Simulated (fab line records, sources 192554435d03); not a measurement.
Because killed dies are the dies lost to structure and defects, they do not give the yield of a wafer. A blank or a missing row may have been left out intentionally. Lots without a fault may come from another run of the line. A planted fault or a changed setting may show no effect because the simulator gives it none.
Split-lot experiment    flow n5_finfet    21 wafers read from 7 lots, route of 1938 steps

ON THE SPLIT
At N5_MIM_TOP_ALD_01 (deposits HfO2, target thk 5.6 nm, pulse time 1 s, purge time 3 s), the setting ald_cycles was moved away from the recipe's 62 on 9 of the 21 wafers read, by -12.9% to +16.1%. All remaining wafers had this setting at the recipe value.

The reading comes from the split's own step.

THE READING
HfO2_of_MIM_TOP_ALD_01.thk_nm (the simulator's own value, which no gauge read), in nm, at N5_MIM_TOP_ALD_01 (deposits HfO2, target thk 5.6 nm, pulse time 1 s, purge time 3 s). No usual value for it is given in the file.

wafer   tool, chamber at the split  ald_cycles as run  against the recipe  HfO2_of_MIM_TOP_ALD_01.thk_nm, nm  against lot-mates on the recipe
L075.1  ald_hk-03, 1,0              72                 +16.1%              6.4                                +0.8
L075.3  ald_hk-03, 1,0              72                 +16.1%              6.4                                +0.8
L075.6  ald_hk-03, 2                62                 recipe              5.6                                -
L076.4  ald_hk-01, 2,1              65                 +4.8%               5.8                                +0.2
L076.5  ald_hk-01, 2,1              65                 +4.8%               5.8                                +0.2
L076.6  ald_hk-01, 2                62                 recipe              5.6                                -
L078.2  ald_hk-02, 1,3              62                 recipe              5.6                                -
L078.5  ald_hk-02, 1,3              62                 recipe              5.6                                -
L078.3  ald_hk-02, 3                54                 -12.9%              4.8                                -0.8
L082.1  ald_hk-03, 0,2,1            62                 recipe              5.6                                -
L082.3  ald_hk-03, 0,2,1            62                 recipe              5.6                                -
L082.4  ald_hk-03, 0,2,1            62                 recipe              5.6                                -
L083.2  ald_hk-03, 3                57                 -8.1%               5.2                                -0.4
L083.4  ald_hk-03, 2,0              62                 recipe              5.6                                -
L083.6  ald_hk-03, 2,0              62                 recipe              5.6                                -
L087.3  ald_hk-02, 0                62                 recipe              5.6                                -
L087.6  ald_hk-02, 0                62                 recipe              5.6                                -
L087.5  ald_hk-02, 3                59                 -4.8%               5.2                                -0.4
L089.2  ald_hk-03, 0                62                 recipe              5.6                                -
L089.3  ald_hk-03, 3,0              72                 +16.1%              6.6                                +1.0
L089.6  ald_hk-03, 3,0              72                 +16.1%              6.6                                +1.0
The file does not say which wafer passed through which chamber wherever a row lists several chambers: such a row stands for several wafers.

FIT RESULTS
A straight line over all 21 wafers: HfO2_of_MIM_TOP_ALD_01.thk_nm changes by +0.0568 nm for each +1% of ald_cycles; r = +0.99; the points scatter about the line by 0.061 nm.
The same after taking each lot's own level away (the mean of its wafers on the recipe; 21 wafers): +0.0568 nm for each +1%; r = +0.99; scatter 0.061 nm.
The reading moves by 0.92 nm for the largest change in ald_cycles, on that fit.
The lots' own levels span 5.60 to 5.60 nm.
Consequently the slope shifts little with the lot-to-lot level, the two slopes agreeing.
Check: for one of the wafers moved furthest among these (+16.1%), held out of the fit, the line's prediction against its lot-mates is +0.925 nm. Against them it came out at +0.8 nm.

OTHER SPLITS APPLIED TO THESE WAFERS
Before the reading, these wafers also passed through other splits. Each is held against what the fit with the lots' levels taken away leaves over:
other split on the same wafers     wafers away from the commonest value  r with HfO2_of_MIM_TOP_ALD_01.thk_nm (lot level and that fit taken away)
N5_BEOL_M15_TRENCH_ETCH_34 bias_w  11                                    -0.23

THE FILE'S OWN FIT
HfO2_of_MIM_TOP_ALD_01.thk_nm changes by +0.057 nm for each +1% of ald_cycles, r = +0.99.
